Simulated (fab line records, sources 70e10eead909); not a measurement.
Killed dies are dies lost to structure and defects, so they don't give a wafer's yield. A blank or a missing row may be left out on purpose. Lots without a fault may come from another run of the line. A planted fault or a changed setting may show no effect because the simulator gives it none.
fab line records | flow nand_harc
record lots=12 wafers=36 last_day=24
route steps=1159 shown P_BONDPAD@380 A_ONON_D1@441 A_CHANNEL_HOLE_D1@467 END@1159
lots that met no fault: from a run of the same line without faults
start_h: hours from the record's first day to the start of the lot's first wafer shown | wait_h: hours since the lot's step before | " the same as in the row above | L1.1+2: a row that stands for several wafers | - no value, or no start given | * or withheld: withheld | < > ~ a bound
route shown NAME@n: a module of which the file shows steps, and the number in the route of the first | usual: mean/standard deviation of fault-free wafers | same: alike in all rows | chamber/n: place in a boat | sites: the reading at each site | _std_site: their standard deviation | _edge_site: outer sites' mean less inner sites' | radius_mm: how far each site lies from the wafer's centre | mask NAME#n: copy n | behind: the tool/chamber that last shaped the wafer | hold: why the lot was held/for how many hours/how that ended | device: the transistor (n, p or np) that didn't switch | end of line: the same wafers' tests at the end of the route | a step without rows: its recipe alone | killed: dies lost to structure and defects at the first sort, not the wafer's yield | map: a wafer's dies, x killed, . not, _ none there
set.NAME: the setting as run; set.NAME@STEP: as run at that earlier step | model.NAME: the simulator's own value behind a step, which no gauge read
steps of the route over a sample of lots; a table a step, a row a wafer
services: from which hour (start_h, from the record's first day; less than 0 if before it) a tool's chamber was out of use, for how many hours, and why
## steps
# step NHARC_P_BONDPAD_CMP_19
# recipe t_overpolish_s=30 cu_recess_touch_s=16 target_thk_nm=160.81
# usual motor_current_A=11.7/0.98 overpolish_run_s=29.999/0.0088 retaining_ring_pressure_frac=1.000/0.005 slurry_flow_ml_min=150.0/0.41
# same t_overpolish_s=30
# columns lot.wafer tool chamber start_h wait_h motor_current_A overpolish_run_s retaining_ring_pressure_frac slurry_flow_ml_min
L656.4 cmp-02 0 134.33 - 12.1 29.999 1.003 149.7
L656.2 " 1 " " 11.8 29.994 1.002 150.6
L656.6 " 1 " " 11.3 30.002 0.999 149.8
L657.1 cmp-02 0 141.86 - 11.3 30.001 0.999 150.9
L657.2 " 1 " " 11.8 29.995 1.008 149.8
L657.6 " 0 " " 11.5 30.002 1.001 150.6
L659.3 cmp-04 0 157.48 - 11.6 30.009 1.004 150.1
L659.1 " 1 " " 10.6 30.000 0.999 149.8
L659.5 " 3 " " 12.5 30.003 1.011 150.1
L662.4 cmp-02 2 165.63 - 11.1 30.006 0.996 150.3
L662.6 " 3 " " 12.3 29.988 1.002 150.2
L662.5 " 0 " " 11.6 30.009 0.997 149.4
L663.1 cmp-02 0 174.95 - 10.8 30.010 1.000 150.5
L663.3 " 1 " " 10.6 30.007 0.999 149.5
L663.6 " 1 " " 11.7 29.991 1.008 150.2
L666.3 cmp-02 3 188.96 - 12.5 29.983 0.996 149.4
L666.1 " 1 " " 11.6 29.994 1.007 150.9
L666.2 " 2 " " 11.2 29.997 0.998 149.9
L667.1 cmp-03 1 196.26 - 14.3 30.001 0.998 149.9
L667.2 " 3 " " 11.3 29.992 0.993 149.1
L667.5 " 2 " " 10.2 30.000 1.004 149.8
L668.4 cmp-03 1 208.17 - 14.3 30.008 1.002 150.1
L668.3 " 2 " " 10.1 30.003 1.000 149.7
L668.5 " 1 " " 13.8 29.990 1.002 149.7
L672.1 cmp-03 2 229.12 - 10.5 29.999 1.005 150.6
L672.6 " 3 " " 11.3 30.002 1.002 149.6
L672.5 " 0 " " 11.3 29.997 1.000 150.5
L673.1 cmp-02 1 235.76 - 11.0 30.004 1.004 149.8
L673.4 " 3 " " 12.9 30.004 1.003 150.3
L673.5 " 0 " " 11.0 29.998 1.008 150.3
L676.2 cmp-03 0 252.08 - 11.7 29.981 1.002 149.3
L676.4 " 1 " " 13.8 30.003 1.003 150.2
L676.5 " 0 " " 11.2 29.992 1.003 149.8
L678.2 cmp-03 0 262.03 - 11.5 30.002 0.994 149.6
L678.4 " 3 " " 11.5 29.990 1.007 150.5
L678.5 " 1 " " 14.2 29.999 0.993 149.4
# step NHARC_A_ONON_D1_THK_MEAS_24
# recipe thk_meas_gauge=ellipsometry
# usual thk_nm=998/9.6
# columns lot.wafer tool chamber start_h wait_h thk_nm
L656.2 film_metro-01 - 171.85 - 1015
L656.4 " - " " 1014
L656.6 " - " " 1014
L657.1 film_metro-01 - 177.65 - 1008
L657.2 " - " " 1010
L657.6 " - " " 1008
L659.1 film_metro-02 - 190.34 - 993
L659.3 " - " " 996
L659.5 " - " " 994
L662.4 film_metro-01 - 200.89 - 988
L662.5 " - " " 991
L662.6 " - " " 990
L663.1 film_metro-01 - 211.11 - 991
L663.3 " - " " 993
L663.6 " - " " 992
L666.1 film_metro-02 - 225.91 - 1011
L666.2 " - " " 1012
L666.3 " - " " 1013
L667.1 film_metro-02 - 235.12 - 995
L667.2 " - " " 992
L667.5 " - " " 992
L668.3 film_metro-01 - 243.06 - 1008
L668.4 " - " " 1005
L668.5 " - " " 1006
L672.1 film_metro-02 - 263.20 - 988
L672.5 " - " " 986
L672.6 " - " " 989
L673.1 film_metro-02 - 276.54 - 1000
L673.4 " - " " 1003
L673.5 " - " " 1004
L676.2 film_metro-01 - 289.56 - 1013
L676.4 " - " " 1012
L676.5 " - " " 1011
L678.2 film_metro-02 - 296.39 - 1011
L678.4 " - " " 1010
L678.5 " - " " 1010
# step NHARC_A_ONON_D1_DEP_28
# recipe target_thk_a=10000 n2_flow_sccm=2750 n2o_flow_sccm=2000 nh3_flow_sccm=500 sih4_flow_sccm=210 temp_c=400
# usual n2o_flow_sccm=2000/6.5
# columns lot.wafer tool chamber start_h wait_h n2o_flow_sccm
L656.2 pecvd_onon-03 0 172.53 0.1 1989
L656.4 " 0 " " 1999
L656.6 " 0 " " 1999
L657.1 pecvd_onon-01 0 178.27 0.1 2004
L657.2 " 0 " " 2004
L657.6 " 0 " " 1998
L659.1 pecvd_onon-02 0 190.96 0.1 1990
L659.3 " 0 " " 1981
L659.5 " 0 " " 1988
L662.4 pecvd_onon-03 0 201.95 0.4 1986
L662.5 " 0 " " 1994
L662.6 " 0 " " 1998
L663.1 pecvd_onon-02 0 211.73 0.1 1999
L663.3 " 0 " " 1994
L663.6 " 0 " " 1995
L666.1 pecvd_onon-01 0 226.54 0.1 2005
L666.2 " 0 " " 2004
L666.3 " 0 " " 2008
L667.1 pecvd_onon-01 0 235.74 0.1 1997
L667.2 " 0 " " 1993
L667.5 " 0 " " 2001
L668.3 pecvd_onon-01 0 243.82 0.2 2010
L668.4 " 0 " " 2006
L668.5 " 0 " " 2009
L672.1 pecvd_onon-03 0 263.82 0.1 1997
L672.5 " 0 " " 1994
L672.6 " 0 " " 1999
L673.1 pecvd_onon-03 0 277.16 0.1 1998
L673.4 " 0 " " 2002
L673.5 " 0 " " 1999
L676.2 pecvd_onon-03 0 290.24 0.1 2005
L676.4 " 0 " " 1991
L676.5 " 0 " " 1996
L678.2 pecvd_onon-03 0 297.06 0.1 1993
L678.4 " 0 " " 2001
L678.5 " 0 " " 1990
# step NHARC_A_ONON_D1_THK_MEAS_30
# recipe thk_meas_gauge=ellipsometry
# usual thk_nm=995/10
# columns lot.wafer tool chamber start_h wait_h thk_nm
L656.2 film_metro-01 - 172.98 - 988
L656.4 " - " " 986
L656.6 " - " " 988
L657.1 film_metro-01 - 178.78 - 990
L657.2 " - " " 990
L657.6 " - " " 991
L659.1 film_metro-01 - 191.47 - 996
L659.3 " - " " 997
L659.5 " - " " 997
L662.4 film_metro-02 - 202.29 - 986
L662.5 " - " " 989
L662.6 " - " " 989
L663.1 film_metro-02 - 212.24 - 1003
L663.3 " - " " 1002
L663.6 " - " " 1003
L666.1 film_metro-02 - 227.05 - 1008
L666.2 " - " " 1011
L666.3 " - " " 1011
L667.1 film_metro-02 - 236.24 - 1505
L667.2 " - " " 1506
L667.5 " - " " 1502
L668.3 film_metro-01 - 244.21 - 1487
L668.4 " - " " 1485
L668.5 " - " " 1485
L672.1 film_metro-02 - 264.33 - 1004
L672.5 " - " " 1004
L672.6 " - " " 1005
L673.1 film_metro-02 - 277.67 - 1005
L673.4 " - " " 1003
L673.5 " - " " 1004
L676.2 film_metro-01 - 290.69 - 1005
L676.4 " - " " 1005
L676.5 " - " " 1005
L678.2 film_metro-01 - 297.54 - 988
L678.4 " - " " 987
L678.5 " - " " 989
# step NHARC_A_CHANNEL_HOLE_D1_ETCH_39
# recipe target_depth_a=2600 over_etch_frac=0.3 time_s=325 ion_energy_ev=200 n2_flow_sccm=150 h2_flow_sccm=150 ar_flow_sccm=0 rf_w=400 bias_w=150 chemistry=N2/H2
# usual drypump_motor_current_A=5.7/0.64 oes_product_au=0.998/0.011 rf_vpp_V=429.9/2.3 showerhead_plenum_p_Torr=2.02/0.084 throttle_valve_pct=14.171/0.0093
# same time_s=325
# columns lot.wafer tool chamber start_h wait_h drypump_motor_current_A oes_product_au rf_hours_counter_h rf_vpp_V showerhead_plenum_p_Torr throttle_valve_pct
L656.2 rie_diel-12 0 - - 6.1 0.991 9 428.8 1.97 14.163
L656.4 " 1 " " 6.0 1.004 11 426.3 1.91 14.166
L656.6 " 3 " " 5.2 0.994 - 430.8 2.04 14.176
L657.2 rie_diel-06 1 - - 6.2 1.005 9 432.4 2.13 14.159
L657.1 " 2 " " 4.8 0.997 7 429.7 1.98 14.186
L657.6 " 0 " " 6.3 0.996 - 430.0 2.02 14.173
L659.3 rie_diel-12 2 - - 5.2 0.996 12 427.7 1.90 14.165
L659.1 " 1 " " 6.0 0.985 12 426.7 1.91 14.170
L659.5 " 3 " " 5.2 0.994 - 429.7 2.03 14.157
L662.4 rie_diel-05 0 - - 6.1 1.019 2 431.6 2.07 14.165
L662.6 " 1 " " 6.7 0.987 - 429.9 2.05 14.175
L662.5 " 2 " " 4.6 1.020 - 434.8 2.21 14.186
L663.3 rie_diel-06 1 - - 6.2 1.004 10 433.8 2.12 14.173
L663.1 " 2 " " 4.8 0.979 9 429.1 1.98 14.175
L663.6 " 3 " " 5.6 1.002 - 432.1 2.09 14.161
L666.3 rie_diel-06 2 - - 4.8 0.988 10 428.5 1.98 14.156
L666.1 " 3 " " 5.6 1.003 10 431.1 2.09 14.174
L666.2 " 0 " " 6.3 0.992 11 430.0 2.02 14.178
L672.1 rie_diel-06 3 - - 5.6 1.000 1 430.3 2.08 14.166
L672.5 " 2 " " 4.8 0.977 - 428.5 1.98 14.175
L672.6 " 3 " " 5.6 1.012 - 432.0 2.08 14.167
L673.4 rie_diel-12 2 - - 5.2 0.990 7 426.9 1.90 14.160
L673.1 " 3 " " 5.2 0.985 6 430.1 2.03 14.162
L673.5 " 2 " " 5.2 0.995 - 425.8 1.90 14.160
L676.2 rie_diel-12 3 - - 5.2 0.999 7 430.1 2.03 14.182
L676.4 " 2 " " 5.2 1.012 - 425.9 1.90 14.176
L676.5 " 1 " " 6.0 0.998 - 426.9 1.90 14.183
L678.4 rie_diel-06 1 - - 6.2 0.994 3 434.3 2.12 14.167
L678.2 " 3 " " 5.6 0.998 3 432.3 2.08 14.171
L678.5 " 2 " " 4.8 0.983 - 429.7 1.98 14.179
# step NHARC_END_SORT_01
# recipe temp_c=25
# usual killed_at_array=27/8.8 killed_at_other=0.4/0.82 killed_at_periphery=3.1/2.1 killed_dies=31/8.8 killed_open=3.3/2 killed_short=2.0/1.4
# same gross_dies=677
# columns lot.wafer tool chamber start_h wait_h killed_at_array killed_at_other killed_at_periphery killed_dies killed_open killed_short
L668.3 prober-01 0 507.37 3.1 677 0 0 677 3 1
L668.4 prober-01 0 508.18 3.4 676 0 1 677 3 2
L668.5 prober-01 0 508.99 3.7 675 0 2 677 2 4
L667.1 prober-02 0 517.07 2.5 672 0 5 677 2 3
L667.2 prober-02 0 517.87 2.8 675 0 2 677 2 0
L667.5 prober-02 0 520.29 3.7 673 0 4 677 10 1
# killed by level:class
L668.3 A_ONON_D1:area_dep=650 A_CHANNEL_HOLE_D1:chamber_film_flake=18 A_CONTACT:chamber_film_flake=4 A_CONTACT:geometric_particle:open=2 A_WL_FILL:geometric_particle:short=1 A_M0:geometric_particle:open=1 A_STAIRCASE:chamber_film_flake=1
L668.4 A_ONON_D1:area_dep=651 A_CHANNEL_HOLE_D1:chamber_film_flake=17 A_CONTACT:chamber_film_flake=2 A_ONON_D1:geometric_particle:open=1 A_ONON_D1:geometric_particle:short=1 A_CONTACT:geometric_particle:short=1 A_CONTACT:geometric_particle:open=1 A_BLC:geometric_particle:open=1
L668.5 A_ONON_D1:area_dep=649 A_CHANNEL_HOLE_D1:chamber_film_flake=17 A_CONTACT:chamber_film_flake=3 P_CONTACT:geometric_particle:short=1 A_ONON_D1:geometric_particle:open=1 A_CHANNEL_FILL_D1:geometric_particle:short=1 A_SGD_CUT:geometric_particle:short=1 A_CONTACT:geometric_particle:open=1
L667.1 A_ONON_D1:area_dep=663 P_GATE:chamber_film_flake=2 A_CHANNEL_HOLE_D1:chamber_film_flake=2 P_M1:geometric_particle:short=1 A_CHANNEL_FILL_D1:geometric_particle:short=1 A_SGD_CUT:geometric_particle:short=1 A_CONTACT:geometric_particle:open=1 A_BLC:geometric_particle:open=1
L667.2 A_ONON_D1:area_dep=657 A_CHANNEL_HOLE_D1:chamber_film_flake=5 A_WL_FILL:chamber_film_flake=4 A_CONTACT:chamber_film_flake=4 A_STAIRCASE:chamber_film_flake=2 A_CHANNEL_FILL_D1:geometric_particle:open=1 A_CONTACT:geometric_particle:open=1 P_STI:chamber_film_flake=1
L667.5 A_ONON_D1:area_dep=654 A_CHANNEL_HOLE_D1:chamber_film_flake=4 A_STAIRCASE:chamber_film_flake=3 A_CONTACT:geometric_particle:open=2 A_BLC:geometric_particle:open=2 A_WL_FILL:chamber_film_flake=2 P_CONTACT:geometric_particle:open=1 P_M0:geometric_particle:open=1
## services
# columns tool chamber start_h hours kind
pecvd_onon-02 - 111.00 13.0 pm
cmp-02 - 120.28 1.0 repair
cmp-02 - 128.54 4.0 pm
rie_diel-12 - 143.37 0.6 repair
pecvd_onon-03 - 153.11 13.0 pm
cmp-03 - 156.02 4.0 pm
cmp-02 - 156.95 1.9 repair
cmp-02 - 163.55 1.6 repair
cmp-03 - 172.69 1.2 repair
pecvd_onon-01 - 195.00 13.0 pm
rie_diel-12 - 202.56 9.0 pm
cmp-03 - 225.62 0.4 repair
cmp-02 - 226.54 4.0 pm
rie_diel-12 1 239.65 10.6 repair
rie_diel-06 - 241.49 9.0 pm
rie_diel-12 3 241.92 3.9 repair
pecvd_onon-03 - 246.56 2.9 repair
cmp-03 - 254.02 4.0 pm
rie_diel-12 - 259.94 0.2 repair
cmp-02 - 270.74 0.5 repair
cmp-02 - 271.61 1.0 repair
pecvd_onon-03 - 286.80 1.2 repair
rie_diel-12 0 293.46 11.1 repair
cmp-02 - 296.86 4.4 repair
## key
first_sign step=NHARC_A_ONON_D1_THK_MEAS_30 reading=thk_nm direction=up sigmas=50 usual=995 struck=1495
effect step=NHARC_END_SORT_01 reading=killed_at_array direction=up sigmas=73 usual=27 struck=675
more_kills_born_at NHARC_A_ONON_D1_DEP_28@pecvd_onon-01=3924
met_at NHARC_A_ONON_D1_DEP_28
struck_lots L667,L668
later_rows_left_out L667.1,L667.2,L667.5,L668.3,L668.4,L668.5
tester_left_out L667,L668
not_acting_at NHARC_P_BONDPAD_CMP_19,NHARC_A_ONON_D1_THK_MEAS_24,NHARC_A_CHANNEL_HOLE_D1_ETCH_39
onset_between 226.54 235.74
fault kind=process_parameter_drift tool=pecvd_onon-01 chamber=- onset_h=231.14 steps=NHARC_A_ONON_D1_DEP_28 channel=target_thk_a offset=* shape=step end_h=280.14 acts_in=* stated=*
# tester_left_out: of these lots the tester's yield and bins aren't shown, on N5 and GAA mostly nor the transistor test; their killed dies are dies lost to structure and defects alone, not to doping, threshold or leakage, so they don't give the yield
# later_rows_left_out: the simulator's readings of these wafers behind a module that went badly wrong aren't trusted and aren't shown, but for the sort
